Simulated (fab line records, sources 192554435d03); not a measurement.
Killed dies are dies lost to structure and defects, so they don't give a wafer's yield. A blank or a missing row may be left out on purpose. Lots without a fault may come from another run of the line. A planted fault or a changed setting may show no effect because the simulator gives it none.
Chamber matching | flow n5_finfet | N5_SDB_ALD_29 on ald_sin-02: 4 sister chambers
The step deposits SiNx, target thk 30 nm, pulse time 1 s, ald cycles 600. 14 wafers are shown with their chamber, then 7 later ones without.

WAFERS WITH THEIR CHAMBER
wafer  | chamber | heater_power_outer_w (W) | heater_power_w (W) | precursor_pulse_height_rel
L075.3 | 1       | 502                      | 844                | 0.988
L075.4 | 3       | 531                      | 913                | 1.008
L075.6 | 1       | 504                      | 786                | 0.991
L080.2 | 3       | 517                      | 847                | 0.981
L080.3 | 1       | 487                      | 771                | 1.004
L080.5 | 0       | 473                      | 790                | 0.994
L081.2 | 1       | 500                      | 789                | 1.036
L081.5 | 1       | 500                      | 775                | 1.014
L081.6 | 0       | 452                      | 791                | 0.990
L084.2 | 1       | 493                      | 775                | 1.008
L084.3 | 2       | 498                      | 795                | 0.972
L084.4 | 0       | 472                      | 772                | 0.981
L088.1 | 1       | 476                      | 779                | 0.973
L088.3 | 0       | 471                      | 774                | 1.027

SIGNATURES (means of the wafers above)
reading                    | chamber 0 | chamber 1 | chamber 2 | chamber 3 | scatter within a chamber
heater_power_outer_w       | 467.00    | 494.57    | 498.00    | 524.00    | 10
heater_power_w             | 781.75    | 788.43    | 795.00    | 880.00    | 25.2
precursor_pulse_height_rel | 0.99800   | 1.00200   | 0.97200   | 0.99450   | 0.0202
Rule: a wafer's distance from a chamber is the root of the sum, over the readings, of the square of ((its reading less the chamber's mean) divided by the reading's scatter). The wafer belongs to the nearest chamber; if the next one is less than 2 further off, it can't be placed. The scatter: the root of (the sum of the squares of (reading less its chamber's mean) over the shown wafers, divided by (wafers less chambers)).

WAFERS WITHOUT THEIR CHAMBER
wafer  | heater_power_outer_w (W) | heater_power_w (W) | precursor_pulse_height_rel
L088.4 | 516                      | 849                | 0.973
L092.1 | 524                      | 842                | 0.973
L092.4 | 499                      | 782                | 1.016
L092.6 | 496                      | 811                | 1.001
L093.1 | 492                      | 783                | 0.996
L093.2 | 451                      | 769                | 0.998
L093.6 | 510                      | 827                | 0.973

WHICH CHAMBER EACH WENT THROUGH
wafer  | from the rows above          | in truth
L088.4 | can't be placed: 3 or 2 or 1 | 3
L092.1 | can't be placed: 3 or 2      | 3
L092.4 | can't be placed: 1 or 2      | 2
L092.6 | can't be placed: 1 or 2      | 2
L093.1 | can't be placed: 1 or 2      | 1
L093.2 | 0                            | 0
L093.6 | can't be placed: 2 or 1 or 3 | 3
Placed correctly: 1 of 7. Can't be placed from these rows: 6 (the true chamber is among the candidates in 6). Placed wrongly: 0.
